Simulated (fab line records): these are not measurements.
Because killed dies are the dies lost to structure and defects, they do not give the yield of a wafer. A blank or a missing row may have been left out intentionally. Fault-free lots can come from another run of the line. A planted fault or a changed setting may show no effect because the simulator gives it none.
8D (eight disciplines) problem report, filled in by code ; flow nand_harc ; the parts of the form that need people (team, actions taken, sign-off) are left out

== 1. THE ISSUE ==
Mean of raw_defect_count at NHARC_A_M1_INSPECT_11: 959 across 3 wafers in 2 lots; on wafers with no fault it is 33 (standard deviation 15). That is +62 standard deviations from the usual mean.
First observed at day 18 19:51: wafer L735.3, on defect_inspect-01. The record has a number at this step for 39 wafers belonging to 13 lots. Rule for "out", or "out of limits": more than 4 standard deviations from the usual mean. Any other wafer with a number is counted as sound.

== 2. WHAT THIS IS AND IS NOT ==
question;is;is not
which readings at this step;raw_defect_count;-
which lots;L735, L736;L730, L731, L733, L734, L743, L746, L748, L749, L750, L751, L753
which wafers of those lots;L735.3, L735.5, L736.1;L735.6, L736.3, L736.5
read on which gauges;defect_inspect-01;defect_inspect-02
when;from day 18 19:51;"up to then (10 sound wafers); but 26 sound wafers of L733, L736, L743, L746, L748, L749, L750, L751, L753 came after"

== 3. THE SUSPECTS, EACH WITH WHAT RULES IT OUT ==
Counting: a tool at a process step up to the reading stays a suspect if it ran every lot that is out. Sound lots after the first of them don't rule it out here, since some wafers of a struck lot are sound.
- the gauge at NHARC_A_M1_INSPECT_11: ruled out. All the wafers that are out were read on defect_inspect-01, but those of them that NHARC_END_SORT_01 has rows for are out there too, on other tools.
- pecvd-04 at NHARC_A_M1_DEP_00 (deposits SiOC, target thk 182.5 nm): kept. Ran every lot that is out, first one L735 (day 18 18:53); last sound lot up to then L734 (day 18 00:45).
The count leaves pecvd-04 at NHARC_A_M1_DEP_00.

== 4. THE CAUSE (what the simulator had put in) ==
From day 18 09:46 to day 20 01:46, pecvd-04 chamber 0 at NHARC_A_M1_DEP_00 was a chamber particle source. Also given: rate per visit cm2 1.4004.
This tool alone remained once counting was done.

== 5. SEQUENCE OF EFFECTS, ordered by route ==
Each row: a reading whose mean over the struck wafers that have a number lies more than 3 standard deviations from the usual. Readings are gone through only where the record gives a usual standard deviation; hours: the median, over the lots, of the time from a lot's start at the first step in this table giving one to that lot's start at this step; sigmas: the change measured in usual standard deviations.
hours;step;reading;usual;on struck wafers;change;sigmas
0;NHARC_A_M1_INSPECT_11;raw_defect_count;33;959;+926;+62
37;NHARC_END_SORT_01;defect_limited_yield;95.1 %;88.5;-6.6;-4.1
37;NHARC_END_SORT_01;killed_at_array;29;75;+46;+4.2
37;NHARC_END_SORT_01;killed_dies;33;78;+45;+4.1
37;NHARC_END_SORT_01;sort_bin_2_pct;1.6 %;3.6;+2.0;+3.1
37;NHARC_END_SORT_01;sort_bin_3_pct;0.26 %;2.86;+2.60;+14
37;NHARC_END_SORT_01;sort_n_pass;644;599;-45;-4.1
37;NHARC_END_SORT_01;sort_rim_yield_pct;95.7 %;80.2;-15.5;-5.5
37;NHARC_END_SORT_01;sort_yield_pct;95.1 %;88.5;-6.6;-4.1

== 6. WHAT WOULD HAVE CAUGHT IT SOONER ==
Counted from the fault's start at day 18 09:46, it took 10 hours until the first out-of-limits reading at a measuring or inspecting step in this record, taken at day 18 19:51.
L736, from the lots that are out (2), started NHARC_A_M1_DEP_00 on pecvd-04 later than day 18 19:51. Putting the tool on hold at that point would have spared it.
